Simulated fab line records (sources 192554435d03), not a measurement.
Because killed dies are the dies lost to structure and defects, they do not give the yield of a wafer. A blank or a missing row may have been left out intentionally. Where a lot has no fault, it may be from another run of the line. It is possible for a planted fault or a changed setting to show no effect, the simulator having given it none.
Matching of chambers / flow n5Finfet / N5_BEOL_M0_SAQP_ETCH_107 on rieDiel-06 has 4 sister chambers
The step etches SiNx in CH3F/O2, target depth 30 nm. 18 wafers are shown with their chamber, then 9 later ones without.

WAFERS WITH THEIR CHAMBER
wafer=L074.1; chamber=3; drypumpMotorCurrentA (A)=5.3; rfVppV (V)=291; showerheadPlenumPTorr (Torr)=1.93
wafer=L074.3; chamber=1; drypumpMotorCurrentA (A)=5.1; rfVppV (V)=304; showerheadPlenumPTorr (Torr)=1.89
wafer=L074.5; chamber=3; drypumpMotorCurrentA (A)=5.3; rfVppV (V)=291; showerheadPlenumPTorr (Torr)=1.93
wafer=L075.3; chamber=3; drypumpMotorCurrentA (A)=5.3; rfVppV (V)=292; showerheadPlenumPTorr (Torr)=1.93
wafer=L075.4; chamber=3; drypumpMotorCurrentA (A)=5.3; rfVppV (V)=293; showerheadPlenumPTorr (Torr)=1.93
wafer=L075.6; chamber=0; drypumpMotorCurrentA (A)=5.3; rfVppV (V)=301; showerheadPlenumPTorr (Torr)=1.95
wafer=L080.1; chamber=2; drypumpMotorCurrentA (A)=4.8; rfVppV (V)=295; showerheadPlenumPTorr (Torr)=2.07
wafer=L080.2; chamber=3; drypumpMotorCurrentA (A)=5.3; rfVppV (V)=291; showerheadPlenumPTorr (Torr)=1.93
wafer=L080.6; chamber=2; drypumpMotorCurrentA (A)=4.8; rfVppV (V)=294; showerheadPlenumPTorr (Torr)=2.07
wafer=L081.2; chamber=2; drypumpMotorCurrentA (A)=4.8; rfVppV (V)=294; showerheadPlenumPTorr (Torr)=2.07
wafer=L081.4; chamber=1; drypumpMotorCurrentA (A)=5.1; rfVppV (V)=309; showerheadPlenumPTorr (Torr)=2.14
wafer=L081.5; chamber=0; drypumpMotorCurrentA (A)=5.3; rfVppV (V)=301; showerheadPlenumPTorr (Torr)=1.95
wafer=L088.2; chamber=0; drypumpMotorCurrentA (A)=5.3; rfVppV (V)=300; showerheadPlenumPTorr (Torr)=1.94
wafer=L088.3; chamber=2; drypumpMotorCurrentA (A)=4.8; rfVppV (V)=293; showerheadPlenumPTorr (Torr)=2.07
wafer=L088.5; chamber=0; drypumpMotorCurrentA (A)=5.4; rfVppV (V)=300; showerheadPlenumPTorr (Torr)=1.94
wafer=L091.2; chamber=3; drypumpMotorCurrentA (A)=5.3; rfVppV (V)=291; showerheadPlenumPTorr (Torr)=1.92
wafer=L091.4; chamber=3; drypumpMotorCurrentA (A)=5.3; rfVppV (V)=290; showerheadPlenumPTorr (Torr)=1.92
wafer=L091.6; chamber=0; drypumpMotorCurrentA (A)=5.3; rfVppV (V)=301; showerheadPlenumPTorr (Torr)=1.94

SIGNATURES (means of the wafers above)
reading=drypumpMotorCurrentA; chamber 0=5.320; chamber 1=5.100; chamber 2=4.800; chamber 3=5.300; scatter within a chamber=0.0239
reading=rfVppV; chamber 0=300.60; chamber 1=306.50; chamber 2=294.00; chamber 3=291.29; scatter within a chamber=1.23
reading=showerheadPlenumPTorr; chamber 0=1.9440; chamber 1=2.0150; chamber 2=2.0700; chamber 3=1.9271; scatter within a chamber=0.0474
Rule: a wafer's distance from a chamber is the root of the sum, over the readings, of the square of ((its reading less the chamber's mean) divided by the reading's scatter). If the next closest chamber is less than 2 further off than the closest, the wafer can't be placed; otherwise it belongs to the closest. How the scatter is found: for the shown wafers, subtract from each reading the mean of its chamber, square and add these, divide the total by (wafers less chambers), then take the root.

WAFERS WITH NO CHAMBER GIVEN
wafer=L093.3; drypumpMotorCurrentA (A)=5.3; rfVppV (V)=290; showerheadPlenumPTorr (Torr)=1.92
wafer=L093.4; drypumpMotorCurrentA (A)=5.3; rfVppV (V)=299; showerheadPlenumPTorr (Torr)=1.94
wafer=L093.5; drypumpMotorCurrentA (A)=5.3; rfVppV (V)=300; showerheadPlenumPTorr (Torr)=1.94
wafer=L095.1; drypumpMotorCurrentA (A)=4.8; rfVppV (V)=295; showerheadPlenumPTorr (Torr)=2.07
wafer=L095.5; drypumpMotorCurrentA (A)=5.3; rfVppV (V)=300; showerheadPlenumPTorr (Torr)=1.94
wafer=L095.6; drypumpMotorCurrentA (A)=5.3; rfVppV (V)=291; showerheadPlenumPTorr (Torr)=1.91
wafer=L096.1; drypumpMotorCurrentA (A)=5.3; rfVppV (V)=302; showerheadPlenumPTorr (Torr)=1.94
wafer=L096.2; drypumpMotorCurrentA (A)=5.3; rfVppV (V)=290; showerheadPlenumPTorr (Torr)=1.91
wafer=L096.3; drypumpMotorCurrentA (A)=4.8; rfVppV (V)=294; showerheadPlenumPTorr (Torr)=2.06

EACH ONE'S CHAMBER
wafer=L093.3; from the rows above=3; in truth=3
wafer=L093.4; from the rows above=0; in truth=0
wafer=L093.5; from the rows above=0; in truth=0
wafer=L095.1; from the rows above=2; in truth=2
wafer=L095.5; from the rows above=0; in truth=0
wafer=L095.6; from the rows above=3; in truth=3
wafer=L096.1; from the rows above=0; in truth=0
wafer=L096.2; from the rows above=3; in truth=3
wafer=L096.3; from the rows above=2; in truth=2
9 of 9 placed correctly. From these rows, 0 cannot be placed. Placed wrongly: 0.
